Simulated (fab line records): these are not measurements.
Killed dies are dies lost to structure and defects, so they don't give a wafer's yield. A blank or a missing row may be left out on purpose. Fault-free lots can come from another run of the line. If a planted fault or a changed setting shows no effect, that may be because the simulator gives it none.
Lot-split experiment	flow n5Finfet	route with 1938 steps; 7 lots, 21 wafers read

ON THE SPLIT
At N5_BEOL_M12_CMP_49 (polishes, stops on SiOC, t overpolish 20.6 s, target thk 320 nm), the setting downForcePsi was moved away from the recipe's 1 psi on 8 of the 21 wafers read, by -15.5% to +19.4%. This setting was run at the recipe's value on the other wafers.

Reading taken at the split's own step.

THE READING
barrierFieldEndpointS, in s, at N5_BEOL_M12_CMP_49 (polishes, stops on SiOC, t overpolish 20.6 s, target thk 320 nm). A value of 30.4 s with a standard deviation of 0.78 s is what fault-free wafers of this fab line usually give.

wafer	tool, chamber at the split	downForcePsi as run, psi	against the recipe	barrierFieldEndpointS, s	against lot-mates on the recipe
L077.4	cmp-04, 0	1	recipe	29.8	-
L077.5	cmp-04, 0	1	recipe	29.9	-
L077.6	cmp-04, 1	1	recipe	30.0	-
L076.4	cmp-01, 3	0.845	-15.5%	35.5	+3.3
L076.3	cmp-01, 1	0.845	-15.5%	38.3	+6.1
L076.5	cmp-01, 0	1	recipe	32.2	-
L083.1	cmp-04, 1	1.148	+14.8%	27.0	-3.4
L083.5	cmp-04, 3	1	recipe	30.4	-
L083.6	cmp-04, 0	1.148	+14.8%	26.5	-3.9
L085.4	cmp-04, 0	1.111	+11.1%	27.5	-2.3
L085.2	cmp-04, 1	1.111	+11.1%	27.9	-1.9
L085.1	cmp-04, 2	1	recipe	29.8	-
L088.1	cmp-02, 0	1	recipe	29.2	-
L088.2	cmp-02, 2	1	recipe	30.2	-
L088.3	cmp-02, 3	1	recipe	30.7	-
L090.2	cmp-01, 3	1.194	+19.4%	25.1	-5.6
L090.3	cmp-01, 0	1	recipe	31.0	-
L090.1	cmp-01, 1	1	recipe	30.5	-
L092.2	cmp-04, 0	1	recipe	29.7	-
L092.1	cmp-04, 2	1	recipe	29.7	-
L092.6	cmp-04, 3	0.9058	-9.4%	32.5	+2.8

FIT RESULTS
A straight line over all 21 wafers: barrierFieldEndpointS changes by -0.306 s for each +1% of downForcePsi; r = -0.94; the points scatter about the line by 1 s.
The same after taking each lot's own level away (the mean of its wafers on the recipe; 21 wafers): -0.271 s for each +1%; r = -0.97; scatter 0.63 s.
The reading moves by 5.3 s for the largest change in downForcePsi, on that fit.
The lots' own levels span 29.70 to 32.20 s, that is 3.2 times the standard deviation above.
So the slope is not independent of the lot-to-lot level: the two fits are not the same.
Check: for one of the wafers moved furthest among these (+19.4%), held out of the fit, the line's prediction against its lot-mates is -4.9 s. Against them it came out at -5.65 s.
Tool readings at the split's step, against how far the setting was moved: barrierFieldEndpointS r = -0.94.

FURTHER SPLITS ON THESE WAFERS
These wafers also went through other splits before the reading. Each is held against what the fit with the lots' levels taken away leaves over:
other split on the same wafers	wafers away from the commonest value	r with barrierFieldEndpointS (lot level and that fit taken away)
N5_BEOL_M11_EXPOSE_25 doseMj	5	+0.08
N5_BEOL_M11_ETCH_66 timeS	2	-0.17

FILE'S OWN FIT
barrierFieldEndpointS changes by -0.272 s for each +1% of downForcePsi, r = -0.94.
